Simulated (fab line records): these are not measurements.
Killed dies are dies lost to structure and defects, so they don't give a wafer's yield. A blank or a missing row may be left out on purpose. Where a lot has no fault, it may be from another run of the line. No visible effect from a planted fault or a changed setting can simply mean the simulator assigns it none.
Matching of chambers ; flow n5 finfet ; 4 sister chambers for N5_BEOL_M0_SAQP_ETCH_84 on rie diel-01
The step etches SOC in N2/H2, target depth 100 nm, overetch 20 nm, time 150 s. 4 wafers are shown with their chamber, then 7 later ones without.

== WAFERS PAIRED WITH THEIR CHAMBERS ==
wafer;chamber;drypump motor current A (A)
L756.4;3;5.8
L771.2;2;5.8
L773.3;0;6.3
L773.5;1;5.8

== WAFERS WITH NO CHAMBER GIVEN ==
wafer;drypump motor current A (A)
L773.6;5.9
L774.2;6.4
L774.4;5.8
L774.5;5.8
L775.3;5.8
L775.4;5.8
L775.5;6.3

== WHICH CHAMBER EACH ONE RAN IN ==
wafer;from the rows above;in truth
L773.6;can't be placed: 1 or 2 or 3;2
L774.2;0;0
L774.4;can't be placed: 1 or 2 or 3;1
L774.5;can't be placed: 1 or 2 or 3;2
L775.3;can't be placed: 1 or 2 or 3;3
L775.4;can't be placed: 1 or 2 or 3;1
L775.5;0;0
Correct placement for 2 of the 7. From these rows, 5 cannot be placed; in 5 the true chamber is one of the candidates. Wrongly placed: 0.
How it was worked out, from the rows above alone: a wafer's distance from a chamber is the root of the sum, over the readings, of the square of ((its reading less the chamber's mean) divided by the reading's scatter). The wafer belongs to the nearest chamber; if the next one is less than 2 further off, it can't be placed. The mean given for a chamber averages the wafers shown for that chamber. The scatter: with one shown wafer a chamber, the root of the mean of the squares of how far each hidden wafer lies from its nearest shown one.
